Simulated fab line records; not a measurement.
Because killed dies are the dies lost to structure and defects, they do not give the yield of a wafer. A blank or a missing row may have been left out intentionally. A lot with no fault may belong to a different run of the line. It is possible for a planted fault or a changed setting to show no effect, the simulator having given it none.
Which tool was responsible? | flow nand-harc | 33 wafers from 11 lots sampled at 6 of the route's 1302 steps

WHAT EACH GAUGE READ, for each wafer
NHARC_A_M0_CD_MEAS_09 targets a cd of 80 nm. Usual: cd-nm reads 80.0 nm (standard deviation 0.52).
lot  | measured     | on        | cd-nm (nm)     | flag
L605 | day 22 09:22 | cd-sem-02 | 79.8 79.7 79.9 |
L606 | day 22 10:44 | cd-sem-02 | 79.5 79.9 78.8 |
L607 | day 23 17:50 | cd-sem-02 | 79.7 79.4 79.6 |
L611 | day 25 05:43 | cd-sem-02 | 80.5 79.1 79.4 |
L612 | day 25 21:26 | cd-sem-01 | 80.2 80.7 80.6 |
L616 | day 26 16:36 | cd-sem-02 | 79.3 79.7 79.5 |
L618 | day 27 19:40 | cd-sem-02 | 80.1 79.3 79.1 |
L620 | day 28 07:40 | cd-sem-03 | 79.9 80.1 79.6 |
L624 | day 30 04:40 | cd-sem-03 | 80.0 80.6 80.8 |
L623 | day 30 05:59 | cd-sem-02 | 80.5 80.5 80.5 |
L626 | day 31 06:46 | cd-sem-02 | 80.3 80.4 80.1 |

NHARC_A_M0_THK_MEAS_24: measures by xrf. Usual: thk-nm reads 114.0 nm (standard deviation 1.4).
lot  | measured     | on            | thk-nm (nm)       | flag
L605 | day 22 11:52 | film-metro-01 | 115.9 115.2 115.3 |
L606 | day 22 13:15 | film-metro-02 | 113.1 112.7 112.7 |
L607 | day 23 20:20 | film-metro-01 | 115.4 113.8 112.6 |
L611 | day 25 08:14 | film-metro-01 | 108.4 107.2 107.6 | OFF
L612 | day 25 23:59 | film-metro-01 | 107.2 105.6 104.9 | OFF
L616 | day 26 19:11 | film-metro-01 | 114.0 115.3 113.2 |
L618 | day 27 22:11 | film-metro-01 | 112.7 114.0 113.9 |
L620 | day 28 10:10 | film-metro-01 | 112.2 114.5 114.2 |
L624 | day 30 07:14 | film-metro-01 | 113.3 113.9 114.6 |
L623 | day 30 08:33 | film-metro-01 | 114.0 113.3 113.8 |
L626 | day 31 09:29 | film-metro-02 | 110.9 113.2 114.0 |

NHARC_END_SORT_01. Usual: defect-limited-yield 92.3 %, standard deviation 2.2; killed-at-array 47, standard deviation 14; killed-at-other 0.5, standard deviation 0.72; killed-at-periphery 4, standard deviation 3.1; killed-dies 52, standard deviation 15; killed-open 3.2, standard deviation 1.9; killed-short 2.4, standard deviation 1.7; sort_bin_2_pct 2.7 %, standard deviation 1.1; sort_bin_3_pct 0.6 %, standard deviation 0.34; sort_bin_4_pct 4.4 %, standard deviation 1.3; sort-n-pass 625, standard deviation 15; sort-rim-yield-pct 90 %, standard deviation 4.3; sort-yield-pct 92.3 %, standard deviation 2.2.
lot  | measured     | on        | defect-limited-yield (%) | killed-at-array | killed-at-other | killed-at-periphery | killed-dies | killed-open | killed-short | sort_bin_2_pct (%) | sort_bin_3_pct (%) | sort_bin_4_pct (%) | sort-n-pass | sort-rim-yield-pct (%) | sort-yield-pct (%) | flag
L605 | day 24 07:56 | prober-02 | 97.5 96.3 95.7           | 14 21 26        | 0 0 0           | 3 4 3               | 17 25 29    | 2 3 4       | 1 1 4        | 1.2 1.3 0.9        | 0 0 0.4            | 1.3 2.4 3.0        | 660 652 648 | 97 95 94               | 97.5 96.3 95.7     |
L606 | day 24 04:23 | prober-01 | 92.3 90.3 91.0           | 50 62 57        | 1 1 1           | 1 3 3               | 52 66 61    | 5 5 2       | 6 2 1        | 1.9 3.0 1.5        | 0.9 1.0 0.6        | 4.9 5.8 6.9        | 625 611 616 | 87 89 82               | 92.3 90.3 91.0     |
L607 | day 25 08:26 | prober-01 | 91.0 91.9 90.3           | 58 54 64        | 0 0 0           | 3 1 2               | 61 55 66    | 5 3 5       | 1 1 2        | 3.5 3.1 3.0        | 0.6 0.6 1.2        | 4.9 4.4 5.6        | 616 622 611 | 90 87 91               | 91.0 91.9 90.3     |
L611 | day 26 21:25 | prober-02 | 92.0 93.8 91.6           | 44 33 53        | 1 2 2           | 9 7 2               | 54 42 57    | 5 1 2       | 1 6 2        | 2.4 2.4 3.5        | 0.3 0.1 0.9        | 5.3 3.7 4.0        | 623 635 620 | 89 92 99               | 92.0 93.8 91.6     |
L612 | day 31 23:00 | prober-01 | 90.1 92.0 89.4           | 55 52 64        | 2 1 2           | 10 1 6              | 67 54 72    | 6 2 5       | 2 2 0        | 3.8 2.4 3.7        | 0.4 0.3 0.7        | 5.6 5.3 6.2        | 610 623 605 | 91 86 91               | 90.1 92.0 89.4     |
L616 | day 32 17:05 | prober-02 | 94.7 94.2 95.4           | 32 36 29        | 0 0 0           | 4 3 2               | 36 39 31    | 5 1 2       | 2 0 2        | 1.9 2.1 0.9        | 0.3 0.1 0.3        | 3.1 3.5 3.4        | 641 638 646 | 91 92 92               | 94.7 94.2 95.4     |
L618 | day 32 22:28 | prober-01 | 89.7 90.7 91.3           | 61 51 51        | 0 0 0           | 9 12 8              | 70 63 59    | 0 2 8       | 1 5 3        | 3.4 4.4 3.0        | 0.9 0.1 1.0        | 6.1 4.7 4.7        | 607 614 618 | 90 85 88               | 89.7 90.7 91.3     |
L620 | day 33 06:16 | prober-01 | 95.3 94.4 93.4           | 28 32 37        | 0 1 2           | 4 5 6               | 32 38 45    | 1 6 6       | 1 0 2        | 1.8 1.8 2.1        | 0.1 0.1 0.4        | 2.8 3.7 4.1        | 645 639 632 | 87 93 89               | 95.3 94.4 93.4     |
L624 | day 33 17:13 | prober-02 | 91.9 93.2 92.6           | 52 35 44        | 1 2 0           | 2 9 6               | 55 46 50    | 1 5 1       | 4 3 3        | 2.5 2.2 1.9        | 0.3 0.6 1.0        | 5.3 4.0 4.4        | 622 631 627 | 86 86 86               | 91.9 93.2 92.6     |
L623 | day 33 21:54 | prober-01 | 91.7 93.4 92.8           | 53 44 47        | 0 0 0           | 3 1 2               | 56 45 49    | 5 1 5       | 0 2 2        | 3.4 2.1 2.8        | 0.3 0.6 0.6        | 4.6 4.0 3.8        | 621 632 628 | 91 87 90               | 91.7 93.4 92.8     |
L626 | day 34 00:11 | prober-02 | 90.5 88.3 89.8           | 62 70 62        | 0 0 0           | 2 9 7               | 64 79 69    | 1 7 1       | 1 3 3        | 3.4 5.2 3.5        | 0.9 0.9 1.5        | 5.2 5.6 5.2        | 613 598 608 | 82 83 87               | 90.5 88.3 89.8     |

EACH LOT AND THE TOOL THAT RAN IT (in order: tool; ch and the chambers of the sampled wafers; start)
lot  | NHARC_A_BLC_DEGAS_30         | NHARC_A_M0_ETCH_34                 | NHARC_A_M0_CMP_23
L605 | pvd-sputter-01, day 22 07:10 | rie-diel-08 ch 0,2,3, day 22 09:39 | cmp-02 ch 1,2, day 22 11:33
L606 | pvd-sputter-02, day 22 08:31 | rie-diel-12 ch 0,1,3, day 22 11:01 | cmp-04 ch 1,2, day 22 12:56
L607 | pvd-sputter-03, day 23 15:30 | rie-diel-08 ch 0,1,3, day 23 18:07 | cmp-02 ch 0,2, day 23 20:03
L611 | pvd-sputter-03, day 25 03:31 | rie-diel-06 ch 0,1,2, day 25 05:59 | cmp-02 ch 0,1,2, day 25 07:56
L612 | pvd-sputter-02, day 25 19:07 | rie-diel-06 ch 1,2,3, day 25 21:44 | cmp-02 ch 0,1,2, day 25 23:44
L616 | pvd-sputter-02, day 26 13:53 | rie-diel-12 ch 0,1,3, day 26 16:55 | cmp-01 ch 1,2,3, day 26 18:55
L618 | pvd-sputter-03, day 27 17:23 | rie-diel-12 ch 1,3, day 27 19:56   | cmp-04 ch 1,2,3, day 27 21:54
L620 | pvd-sputter-01, day 28 04:58 | rie-diel-08 ch 0,1,3, day 28 07:57 | cmp-02 ch 1,2,3, day 28 09:56
L624 | pvd-sputter-01, day 30 02:31 | rie-diel-06 ch 2,3, day 30 04:57   | cmp-01 ch 1,2,3, day 30 06:56
L623 | pvd-sputter-03, day 30 03:42 | rie-diel-06 ch 2,3, day 30 06:17   | cmp-04 ch 1,3, day 30 08:16
L626 | pvd-sputter-03, day 31 04:31 | rie-diel-08 ch 0,3, day 31 07:03   | cmp-04 ch 1,2, day 31 09:10
- NHARC_A_BLC_DEGAS_30: time 60 s.
- NHARC_A_M0_ETCH_34: etches the open film in N2/H2, target depth 40 nm, overetch 12 nm, time 43.94 s.
- NHARC_A_M0_CMP_23: polishes, t overpolish 20 s, target thk 113.75 nm.

WHAT THE TOOLS THEMSELVES READ (means of the sampled wafers that have a number; where no wafer has one, the mark that the record gives instead)
NHARC_A_BLC_DEGAS_30. Usual: heater-power-w reads 456 W (standard deviation 53).
lot  | tool           | heater-power-w (W) | flag
L605 | pvd-sputter-01 | 434                |
L606 | pvd-sputter-02 | 444                |
L607 | pvd-sputter-03 | 479                |
L611 | pvd-sputter-03 | 481                |
L612 | pvd-sputter-02 | 410                |
L616 | pvd-sputter-02 | 428                |
L618 | pvd-sputter-03 | 449                |
L620 | pvd-sputter-01 | 520                |
L624 | pvd-sputter-01 | 420                |
L623 | pvd-sputter-03 | 502                |
L626 | pvd-sputter-03 | 501                |

NHARC_A_M0_ETCH_34. Usual: drypump-motor-current-A 5.8 A, standard deviation 0.51; oes-product-au 0.999 a.u., standard deviation 0.008; rf-vpp-V 431.2 V, standard deviation 2.3; showerhead-plenum-p-Torr 2.07 Torr, standard deviation 0.078; throttle-valve-pct 14.172 %, standard deviation 0.0092.
lot  | tool        | drypump-motor-current-A (A) | oes-product-au (a.u.) | rf-vpp-V (V) | showerhead-plenum-p-Torr (Torr) | throttle-valve-pct (%) | flag
L605 | rie-diel-08 | 5.8                         | 1.000                 | 430.8        | 2.04                            | 14.165                 |
L606 | rie-diel-12 | 6.2                         | 1.016                 | 429.7        | 2.01                            | 14.175                 |
L607 | rie-diel-08 | 5.6                         | 0.993                 | 431.4        | 2.05                            | 14.179                 |
L611 | rie-diel-06 | 5.9                         | 0.999                 | 432.5        | 2.11                            | 14.171                 |
L612 | rie-diel-06 | 5.8                         | 1.005                 | 433.2        | 2.13                            | 14.174                 |
L616 | rie-diel-12 | 6.2                         | 1.003                 | 428.7        | 2.01                            | 14.172                 |
L618 | rie-diel-12 | 6.1                         | 0.999                 | 430.0        | 2.03                            | 14.169                 |
L620 | rie-diel-08 | 5.6                         | 0.995                 | 430.7        | 2.05                            | 14.181                 |
L624 | rie-diel-06 | 5.9                         | 1.002                 | 432.4        | 2.12                            | 14.165                 |
L623 | rie-diel-06 | 5.9                         | 0.998                 | 433.2        | 2.12                            | 14.173                 |
L626 | rie-diel-08 | 5.6                         | 0.996                 | 428.8        | 2.00                            | 14.174                 |

NHARC_A_M0_CMP_23. Usual: motor-current-A 11.9 A, standard deviation 1.1; time-to-endpoint-s 29.2 s, standard deviation 2.
lot  | tool   | motor-current-A (A) | time-to-endpoint-s (s) | flag
L605 | cmp-02 | 11.2                | 32.7                   |
L606 | cmp-04 | 11.5                | 32.0                   |
L607 | cmp-02 | 11.8                | 28.9                   |
L611 | cmp-02 | 10.9                | 14.2                   | OFF
L612 | cmp-02 | 10.8                | 16.5                   | OFF
L616 | cmp-01 | 12.3                | 29.6                   |
L618 | cmp-04 | 11.7                | 29.9                   |
L620 | cmp-02 | 10.9                | 30.8                   |
L624 | cmp-01 | 11.9                | 28.2                   |
L623 | cmp-04 | 11.6                | 27.3                   |
L626 | cmp-04 | 11.8                | 28.0                   |

THE ANSWER, worked out from the rows above alone
Rule: lot off if the mean of its wafers having a number is beyond 3 standard deviations from the usual mean. A lot without any number at a reading at which 4 lots or more have one is off too. Any other lot the step has rows for is counted as sound. The gauges are gone through in route order, then the tools' own readings, and for those a lot's mean is taken as printed above. At the first step where some lot is off, the reading lying furthest off is the one used; lots without a number count as furthest.
Off at NHARC_A_M0_THK_MEAS_24 (thk-nm): L611, L612.
A tool fits if, at a process step before that reading, it ran every lot that is off, and no sound lot after the first of them. Not tried: the gauges at NHARC_A_M0_THK_MEAS_24; whatever is off there is also off at NHARC_A_M0_CMP_23, on other tools, and gauge error can't account for it. None of those tried fits.

WHAT THE SIMULATOR HAD INSERTED
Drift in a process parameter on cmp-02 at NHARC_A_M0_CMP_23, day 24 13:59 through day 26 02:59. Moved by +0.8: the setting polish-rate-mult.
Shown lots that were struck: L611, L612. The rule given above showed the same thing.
